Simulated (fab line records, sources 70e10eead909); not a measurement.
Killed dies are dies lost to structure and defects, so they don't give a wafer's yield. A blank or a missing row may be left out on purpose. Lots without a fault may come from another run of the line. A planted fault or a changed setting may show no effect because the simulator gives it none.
Chamber matching | flow nand_harc | NHARC_P_CONTACT_ALD_22 on ald_metal-01: 4 sister chambers
The step deposits TiN, target thk 3 nm, pulse time 1 s, ald cycles 150. 8 wafers are shown with their chamber, then 8 later ones without.

WAFERS WITH THEIR CHAMBER
wafer  | chamber | heater_power_w (W) | precursor_pulse_height_rel
L074.4 | 2       | 1170               | 0.994
L078.6 | 3       | 1127               | 0.983
L081.2 | 2       | 1171               | 1.038
L081.6 | 1       | 912                | 0.987
L087.2 | 1       | 881                | 0.980
L087.3 | 0       | 1002               | 0.983
L087.4 | 3       | 1152               | 1.014
L089.3 | 0       | 994                | 0.981

WAFERS WITHOUT THEIR CHAMBER
wafer  | heater_power_w (W) | precursor_pulse_height_rel
L089.4 | 894                | 1.025
L089.5 | 1170               | 0.955
L090.1 | 919                | 1.021
L090.3 | 1198               | 0.984
L090.4 | 1006               | 1.035
L096.1 | 1167               | 0.989
L096.3 | 1001               | 0.985
L096.5 | 907                | 0.991

WHICH CHAMBER EACH WENT THROUGH
wafer  | from the rows above     | in truth
L089.4 | 1                       | 1
L089.5 | can't be placed: 3 or 2 | 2
L090.1 | 1                       | 1
L090.3 | can't be placed: 2 or 3 | 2
L090.4 | 0                       | 0
L096.1 | can't be placed: 2 or 3 | 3
L096.3 | 0                       | 0
L096.5 | 1                       | 1
Placed correctly: 5 of 8. Can't be placed from these rows: 3 (the true chamber is among the candidates in 3). Placed wrongly: 0.
How it was worked out, from the rows above alone: a wafer's distance from a chamber is the root of the sum, over the readings, of the square of ((its reading less the chamber's mean) divided by the reading's scatter). The wafer belongs to the nearest chamber; if the next one is less than 2 further off, it can't be placed. A chamber's mean is the mean of its shown wafers. The scatter: the root of (the sum of the squares of (reading less its chamber's mean) over the shown wafers, divided by (wafers less chambers)).
